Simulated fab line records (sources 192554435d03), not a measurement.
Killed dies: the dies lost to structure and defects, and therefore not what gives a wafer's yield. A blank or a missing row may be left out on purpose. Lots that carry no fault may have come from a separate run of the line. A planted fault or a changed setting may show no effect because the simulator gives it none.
Matching of chambers :: flow n5 finfet :: rie diel-01 running N5_BEOL_M0_STRIP_140: 4 sister chambers
The step strips in CF4. 8 wafers are shown with their chamber, then 7 later ones without.

WAFERS PAIRED WITH THEIR CHAMBERS
wafer: L074.5
chamber: 0
throttle valve pct (%): 13.40
oes product au (a.u.): 0.87

wafer: L077.6
chamber: 1
throttle valve pct (%): 13.52
oes product au (a.u.): 0.83

wafer: L079.4
chamber: 1
throttle valve pct (%): 13.56
oes product au (a.u.): 0.84

wafer: L080.2
chamber: 0
throttle valve pct (%): 13.40
oes product au (a.u.): 0.86

wafer: L080.4
chamber: 2
throttle valve pct (%): 13.13
oes product au (a.u.): 0.93

wafer: L080.5
chamber: 3
throttle valve pct (%): 13.85
oes product au (a.u.): 0.69

wafer: L088.1
chamber: 2
throttle valve pct (%): 13.18
oes product au (a.u.): 0.90

wafer: L088.3
chamber: 3
throttle valve pct (%): 13.90
oes product au (a.u.): 0.68

WAFERS WHOSE CHAMBER IS MISSING
wafer: L088.4
throttle valve pct (%): 13.57
oes product au (a.u.): 0.82

wafer: L092.1
throttle valve pct (%): 13.90
oes product au (a.u.): 0.66

wafer: L092.4
throttle valve pct (%): 13.20
oes product au (a.u.): 0.87

wafer: L092.5
throttle valve pct (%): 13.42
oes product au (a.u.): 0.83

wafer: L097.2
throttle valve pct (%): 13.47
oes product au (a.u.): 0.82

wafer: L097.3
throttle valve pct (%): 13.93
oes product au (a.u.): 0.66

wafer: L097.5
throttle valve pct (%): 13.23
oes product au (a.u.): 0.87

WHICH CHAMBER EACH ONE RAN IN
wafer: L088.4
from the rows above: 1
in truth: 1

wafer: L092.1
from the rows above: 3
in truth: 3

wafer: L092.4
from the rows above: 2
in truth: 2

wafer: L092.5
from the rows above: can't be placed: 0 or 1
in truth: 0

wafer: L097.2
from the rows above: can't be placed: 1 or 0
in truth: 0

wafer: L097.3
from the rows above: 3
in truth: 3

wafer: L097.5
from the rows above: can't be placed: 2 or 0
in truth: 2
Placed correctly: 4 of 7. These rows do not allow placing 3 (true chamber among the candidates in 3). Wrongly placed: 0.
How it was worked out, from the rows above alone: a wafer's distance from a chamber is the root of the sum, over the readings, of the square of ((its reading less the chamber's mean) divided by the reading's scatter). If the next closest chamber is less than 2 further off than the closest, the wafer can't be placed; otherwise it belongs to the closest. For every chamber, the mean is computed from those of its wafers that are shown. The scatter: the root of (the sum of the squares of (reading less its chamber's mean) over the shown wafers, divided by (wafers less chambers)).
